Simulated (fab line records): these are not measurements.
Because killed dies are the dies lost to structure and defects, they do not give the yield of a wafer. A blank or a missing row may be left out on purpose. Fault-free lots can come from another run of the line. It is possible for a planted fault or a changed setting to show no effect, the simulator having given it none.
Which tool did it? || flow n5 finfet || Sampling: 10 lots, 30 wafers, 6 of 1938 route steps

## WHAT THE GAUGES SHOWED, per wafer
N5_BEOL_M13_CD_MEAS_10 targets a cd of 190 nm. Usual: cd nm 190.5 nm, standard deviation 1.3.
{"lot": "L723", "measured": "day 11 21:11", "on": "cd sem-03", "cd nm (nm)": "191.0 190.0 189.7", "flag": ""}
{"lot": "L726", "measured": "day 14 05:19", "on": "cd sem-03", "cd nm (nm)": "190.7 190.7 189.3", "flag": ""}
{"lot": "L731", "measured": "day 15 20:07", "on": "cd sem-03", "cd nm (nm)": "190.1 190.8 190.0", "flag": ""}
{"lot": "L732", "measured": "day 16 03:55", "on": "cd sem-02", "cd nm (nm)": "189.3 188.8 187.3", "flag": ""}
{"lot": "L733", "measured": "day 16 16:56", "on": "cd sem-03", "cd nm (nm)": "189.9 188.0 189.5", "flag": ""}
{"lot": "L736", "measured": "day 16 17:17", "on": "cd sem-03", "cd nm (nm)": "189.3 189.5 189.6", "flag": ""}
{"lot": "L725", "measured": "day 16 23:55", "on": "cd sem-01", "cd nm (nm)": "189.7 190.5 190.4", "flag": ""}
{"lot": "L737", "measured": "day 18 04:44", "on": "cd sem-02", "cd nm (nm)": "191.3 191.0 192.4", "flag": ""}
{"lot": "L741", "measured": "day 18 05:07", "on": "cd sem-02", "cd nm (nm)": "189.6 189.8 191.1", "flag": ""}
{"lot": "L746", "measured": "day 18 18:32", "on": "cd sem-02", "cd nm (nm)": "190.3 190.8 191.1", "flag": ""}

N5_BEOL_M13_INSPECT_12: inspects for defects (macro). Usual: raw defect count 2.3, standard deviation 1.5.
{"lot": "L723", "measured": "day 11 21:14", "on": "defect inspect-01", "raw defect count": "3 5 2", "flag": ""}
{"lot": "L726", "measured": "day 14 05:22", "on": "defect inspect-02", "raw defect count": "2 1 2", "flag": ""}
{"lot": "L731", "measured": "day 15 20:11", "on": "defect inspect-01", "raw defect count": "1 3 0", "flag": ""}
{"lot": "L732", "measured": "day 16 04:14", "on": "defect inspect-02", "raw defect count": "2 4 2", "flag": ""}
{"lot": "L733", "measured": "day 16 16:59", "on": "defect inspect-02", "raw defect count": "243 1 2", "flag": "OFF"}
{"lot": "L736", "measured": "day 16 17:20", "on": "defect inspect-02", "raw defect count": "1 230 6", "flag": "OFF"}
{"lot": "L725", "measured": "day 16 23:58", "on": "defect inspect-02", "raw defect count": "1 5 2", "flag": ""}
{"lot": "L737", "measured": "day 18 04:48", "on": "defect inspect-02", "raw defect count": "1 0 2", "flag": ""}
{"lot": "L741", "measured": "day 18 05:10", "on": "defect inspect-02", "raw defect count": "0 3 5", "flag": ""}
{"lot": "L746", "measured": "day 18 18:36", "on": "defect inspect-01", "raw defect count": "5 1 3", "flag": ""}

N5_BEOL_M13_INSPECT_30: inspects for defects (macro). Usual: raw defect count 2.2, standard deviation 1.7.
{"lot": "L723", "measured": "day 11 22:14", "on": "defect inspect-01", "raw defect count": "2 1 3", "flag": ""}
{"lot": "L726", "measured": "day 14 06:26", "on": "defect inspect-02", "raw defect count": "1 3 1", "flag": ""}
{"lot": "L731", "measured": "day 15 21:15", "on": "defect inspect-02", "raw defect count": "5 1 3", "flag": ""}
{"lot": "L732", "measured": "day 16 05:11", "on": "defect inspect-02", "raw defect count": "3 0 1", "flag": ""}
{"lot": "L733", "measured": "day 16 18:04", "on": "defect inspect-02", "raw defect count": "240 1 1", "flag": "OFF"}
{"lot": "L736", "measured": "day 16 18:17", "on": "defect inspect-02", "raw defect count": "1 225 0", "flag": "OFF"}
{"lot": "L725", "measured": "day 17 01:09", "on": "defect inspect-02", "raw defect count": "5 2 0", "flag": ""}
{"lot": "L737", "measured": "day 18 05:52", "on": "defect inspect-02", "raw defect count": "5 2 3", "flag": ""}
{"lot": "L741", "measured": "day 18 06:14", "on": "defect inspect-02", "raw defect count": "2 5 4", "flag": ""}
{"lot": "L746", "measured": "day 18 19:35", "on": "defect inspect-02", "raw defect count": "1 1 0", "flag": ""}

## EACH LOT AND THE TOOL THAT RAN IT (in order: tool; ch and the chambers of the sampled wafers; start)
{"lot": "L723", "N5_BEOL_M12_DEP_53": "pecvd-03 ch 0,1,2, day 11 20:36", "N5_BEOL_M13_ILD_DEP_00": "pecvd-01 ch 0,1, day 11 20:44", "N5_BEOL_M13_VIA_ETCH_16": "rie diel-04 ch 0,1,3, day 11 21:25"}
{"lot": "L726", "N5_BEOL_M12_DEP_53": "pecvd-03 ch 0,1,2, day 14 04:45", "N5_BEOL_M13_ILD_DEP_00": "pecvd-03 ch 0,1,2, day 14 04:55", "N5_BEOL_M13_VIA_ETCH_16": "rie diel-06 ch 2,3, day 14 05:29"}
{"lot": "L731", "N5_BEOL_M12_DEP_53": "pecvd-02 ch 0,2, day 15 19:32", "N5_BEOL_M13_ILD_DEP_00": "pecvd-03 ch 0,1,2, day 15 19:40", "N5_BEOL_M13_VIA_ETCH_16": "rie diel-04 ch 1,2,3, day 15 20:18"}
{"lot": "L732", "N5_BEOL_M12_DEP_53": "pecvd-03 ch 0,2, day 16 03:13", "N5_BEOL_M13_ILD_DEP_00": "pecvd-01 ch 0,1, day 16 03:20", "N5_BEOL_M13_VIA_ETCH_16": "rie diel-06 ch 1,3, day 16 04:22"}
{"lot": "L733", "N5_BEOL_M12_DEP_53": "pecvd-03 ch 0,1, day 16 16:21", "N5_BEOL_M13_ILD_DEP_00": "pecvd-01 ch 0,1,2, day 16 16:29", "N5_BEOL_M13_VIA_ETCH_16": "rie diel-02 ch 0,1,2, day 16 17:07"}
{"lot": "L736", "N5_BEOL_M12_DEP_53": "pecvd-02 ch 0,2, day 16 16:43", "N5_BEOL_M13_ILD_DEP_00": "pecvd-01 ch 0,1,2, day 16 16:50", "N5_BEOL_M13_VIA_ETCH_16": "rie diel-04 ch 0,1,2, day 16 17:28"}
{"lot": "L725", "N5_BEOL_M12_DEP_53": "pecvd-02 ch 0,2, day 16 23:12", "N5_BEOL_M13_ILD_DEP_00": "pecvd-03 ch 0,1,2, day 16 23:19", "N5_BEOL_M13_VIA_ETCH_16": "rie diel-04 ch 0,1,2, day 17 00:10"}
{"lot": "L737", "N5_BEOL_M12_DEP_53": "pecvd-01 ch 0,2, day 18 04:10", "N5_BEOL_M13_ILD_DEP_00": "pecvd-03 ch 1,2, day 18 04:17", "N5_BEOL_M13_VIA_ETCH_16": "rie diel-06 ch 0,2,3, day 18 04:55"}
{"lot": "L741", "N5_BEOL_M12_DEP_53": "pecvd-01 ch 1,2, day 18 04:26", "N5_BEOL_M13_ILD_DEP_00": "pecvd-04 ch 0,1, day 18 04:40", "N5_BEOL_M13_VIA_ETCH_16": "rie diel-06 ch 2,3, day 18 05:17"}
{"lot": "L746", "N5_BEOL_M12_DEP_53": "pecvd-03 ch 1,2, day 18 17:50", "N5_BEOL_M13_ILD_DEP_00": "pecvd-03 ch 0,1, day 18 17:58", "N5_BEOL_M13_VIA_ETCH_16": "rie diel-04 ch 1,2,3, day 18 18:43"}
- N5_BEOL_M12_DEP_53: deposits SiCN from 3MS/NH3, target thk 30 nm, time 10.5 s.
- N5_BEOL_M13_ILD_DEP_00: deposits SiOC from DEMS/O2, target thk 837.92 nm, time 166.4 s.
- N5_BEOL_M13_VIA_ETCH_16: etches SiOC in C4F8/O2/Ar, target depth 921.7 nm.

## AS READ BY THE TOOLS THEMSELVES (means over the sampled wafers that have a number; for cases with no such wafer, the mark the record gives instead)
N5_BEOL_M12_DEP_53. Usual: rf fwd power W 667.0 W, standard deviation 2.8; showerhead plenum p Torr 4.159 Torr, standard deviation 0.022; throttle valve pct 17.8 %, standard deviation 0.83.
{"lot": "L723", "tool": "pecvd-03", "rf fwd power W (W)": 665.0, "showerhead plenum p Torr (Torr)": 4.161, "throttle valve pct (%)": 17.8, "flag": ""}
{"lot": "L726", "tool": "pecvd-03", "rf fwd power W (W)": 664.3, "showerhead plenum p Torr (Torr)": 4.155, "throttle valve pct (%)": 18.0, "flag": ""}
{"lot": "L731", "tool": "pecvd-02", "rf fwd power W (W)": 665.9, "showerhead plenum p Torr (Torr)": 4.139, "throttle valve pct (%)": 18.0, "flag": ""}
{"lot": "L732", "tool": "pecvd-03", "rf fwd power W (W)": 666.9, "showerhead plenum p Torr (Torr)": 4.155, "throttle valve pct (%)": 18.0, "flag": ""}
{"lot": "L733", "tool": "pecvd-03", "rf fwd power W (W)": 664.9, "showerhead plenum p Torr (Torr)": 4.162, "throttle valve pct (%)": 18.3, "flag": ""}
{"lot": "L736", "tool": "pecvd-02", "rf fwd power W (W)": 667.3, "showerhead plenum p Torr (Torr)": 4.167, "throttle valve pct (%)": 18.0, "flag": ""}
{"lot": "L725", "tool": "pecvd-02", "rf fwd power W (W)": 664.8, "showerhead plenum p Torr (Torr)": 4.166, "throttle valve pct (%)": 17.8, "flag": ""}
{"lot": "L737", "tool": "pecvd-01", "rf fwd power W (W)": 670.4, "showerhead plenum p Torr (Torr)": 4.145, "throttle valve pct (%)": 17.7, "flag": ""}
{"lot": "L741", "tool": "pecvd-01", "rf fwd power W (W)": 667.0, "showerhead plenum p Torr (Torr)": 4.160, "throttle valve pct (%)": 16.7, "flag": ""}
{"lot": "L746", "tool": "pecvd-03", "rf fwd power W (W)": 665.2, "showerhead plenum p Torr (Torr)": 4.170, "throttle valve pct (%)": 17.5, "flag": ""}

N5_BEOL_M13_ILD_DEP_00. Usual: heater power w 506 W, standard deviation 65; rf fwd power W 498.3 W, standard deviation 1.5; showerhead plenum p Torr 5.696 Torr, standard deviation 0.015; throttle valve pct 12.0 %, standard deviation 0.68.
{"lot": "L723", "tool": "pecvd-01", "heater power w (W)": 551, "rf fwd power W (W)": 499.2, "showerhead plenum p Torr (Torr)": 5.690, "throttle valve pct (%)": 11.2, "flag": ""}
{"lot": "L726", "tool": "pecvd-03", "heater power w (W)": 446, "rf fwd power W (W)": 496.8, "showerhead plenum p Torr (Torr)": 5.685, "throttle valve pct (%)": 11.8, "flag": ""}
{"lot": "L731", "tool": "pecvd-03", "heater power w (W)": 505, "rf fwd power W (W)": 497.5, "showerhead plenum p Torr (Torr)": 5.696, "throttle valve pct (%)": 11.8, "flag": ""}
{"lot": "L732", "tool": "pecvd-01", "heater power w (W)": 525, "rf fwd power W (W)": 499.6, "showerhead plenum p Torr (Torr)": 5.684, "throttle valve pct (%)": 11.2, "flag": ""}
{"lot": "L733", "tool": "pecvd-01", "heater power w (W)": 505, "rf fwd power W (W)": 497.6, "showerhead plenum p Torr (Torr)": 5.680, "throttle valve pct (%)": 11.6, "flag": ""}
{"lot": "L736", "tool": "pecvd-01", "heater power w (W)": 488, "rf fwd power W (W)": 499.2, "showerhead plenum p Torr (Torr)": 5.690, "throttle valve pct (%)": 11.6, "flag": ""}
{"lot": "L725", "tool": "pecvd-03", "heater power w (W)": 449, "rf fwd power W (W)": 498.7, "showerhead plenum p Torr (Torr)": 5.701, "throttle valve pct (%)": 12.0, "flag": ""}
{"lot": "L737", "tool": "pecvd-03", "heater power w (W)": 485, "rf fwd power W (W)": 496.6, "showerhead plenum p Torr (Torr)": 5.700, "throttle valve pct (%)": 11.5, "flag": ""}
{"lot": "L741", "tool": "pecvd-04", "heater power w (W)": 597, "rf fwd power W (W)": 497.5, "showerhead plenum p Torr (Torr)": 5.688, "throttle valve pct (%)": 12.4, "flag": ""}
{"lot": "L746", "tool": "pecvd-03", "heater power w (W)": 501, "rf fwd power W (W)": 496.9, "showerhead plenum p Torr (Torr)": 5.694, "throttle valve pct (%)": 12.1, "flag": ""}

N5_BEOL_M13_VIA_ETCH_16. Usual: drypump motor current A 5.5 A, standard deviation 0.39; oes product au 0.73 a.u., standard deviation 0.097; rf fwd power W 2994 W, standard deviation 9.1; rf vpp V 664 V, standard deviation 3.5; showerhead plenum p Torr 3.39 Torr, standard deviation 0.13; throttle valve pct 24.16 %, standard deviation 0.25.
{"lot": "L723", "tool": "rie diel-04", "drypump motor current A (A)": 5.9, "oes product au (a.u.)": 0.68, "rf fwd power W (W)": 2991, "rf vpp V (V)": 663, "showerhead plenum p Torr (Torr)": 3.32, "throttle valve pct (%)": 24.25, "flag": ""}
{"lot": "L726", "tool": "rie diel-06", "drypump motor current A (A)": 5.3, "oes product au (a.u.)": 0.63, "rf fwd power W (W)": 2985, "rf vpp V (V)": 662, "showerhead plenum p Torr (Torr)": 3.34, "throttle valve pct (%)": 24.47, "flag": ""}
{"lot": "L731", "tool": "rie diel-04", "drypump motor current A (A)": 5.7, "oes product au (a.u.)": 0.76, "rf fwd power W (W)": 2993, "rf vpp V (V)": 668, "showerhead plenum p Torr (Torr)": 3.51, "throttle valve pct (%)": 24.17, "flag": ""}
{"lot": "L732", "tool": "rie diel-06", "drypump motor current A (A)": 5.5, "oes product au (a.u.)": 0.72, "rf fwd power W (W)": 3000, "rf vpp V (V)": 664, "showerhead plenum p Torr (Torr)": 3.39, "throttle valve pct (%)": 24.37, "flag": ""}
{"lot": "L733", "tool": "rie diel-02", "drypump motor current A (A)": 5.6, "oes product au (a.u.)": 0.76, "rf fwd power W (W)": 2985, "rf vpp V (V)": 664, "showerhead plenum p Torr (Torr)": 3.36, "throttle valve pct (%)": 23.93, "flag": ""}
{"lot": "L736", "tool": "rie diel-04", "drypump motor current A (A)": 5.8, "oes product au (a.u.)": 0.72, "rf fwd power W (W)": 2994, "rf vpp V (V)": 668, "showerhead plenum p Torr (Torr)": 3.50, "throttle valve pct (%)": 24.22, "flag": ""}
{"lot": "L725", "tool": "rie diel-04", "drypump motor current A (A)": 5.8, "oes product au (a.u.)": 0.72, "rf fwd power W (W)": 2987, "rf vpp V (V)": 667, "showerhead plenum p Torr (Torr)": 3.50, "throttle valve pct (%)": 24.23, "flag": ""}
{"lot": "L737", "tool": "rie diel-06", "drypump motor current A (A)": 5.2, "oes product au (a.u.)": 0.72, "rf fwd power W (W)": 2983, "rf vpp V (V)": 663, "showerhead plenum p Torr (Torr)": 3.35, "throttle valve pct (%)": 24.21, "flag": ""}
{"lot": "L741", "tool": "rie diel-06", "drypump motor current A (A)": 5.3, "oes product au (a.u.)": 0.69, "rf fwd power W (W)": 2994, "rf vpp V (V)": 663, "showerhead plenum p Torr (Torr)": 3.32, "throttle valve pct (%)": 24.41, "flag": ""}
{"lot": "L746", "tool": "rie diel-04", "drypump motor current A (A)": 5.7, "oes product au (a.u.)": 0.73, "rf fwd power W (W)": 2988, "rf vpp V (V)": 668, "showerhead plenum p Torr (Torr)": 3.49, "throttle valve pct (%)": 24.20, "flag": ""}

## THE ANSWER, worked out from the rows above alone
Rule: a lot counts as off when the mean over its wafers that have a number is more than 3 standard deviations away from the usual mean. Also off: a lot with no number at a reading for which 4 or more lots have one. Any other lot the step has rows for is counted as sound. Order of review: gauges by route order, followed by the tools' own readings, for which a lot's mean as printed above is used. At the first step where some lot is off, the reading lying furthest off is the one used; lots without a number count as furthest.
Off: L733, L736, at N5_BEOL_M13_INSPECT_12 (raw defect count).
If a tool, at a process step before that reading, ran all the lots that are off and no sound lot after the first of them, it fits. Gauges at N5_BEOL_M13_INSPECT_12: tried the same way as those tools. One candidate fits, namely pecvd-01 at N5_BEOL_M13_ILD_DEP_00. Its last sound lot is L732 (day 16 03:20), its first lot that is off L733 (day 16 16:29): a fault that began between those two fits.

## WHAT THE SIMULATOR HAD INSERTED
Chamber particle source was pecvd-01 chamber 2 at N5_BEOL_M13_ILD_DEP_00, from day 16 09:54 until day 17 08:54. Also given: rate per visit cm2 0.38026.
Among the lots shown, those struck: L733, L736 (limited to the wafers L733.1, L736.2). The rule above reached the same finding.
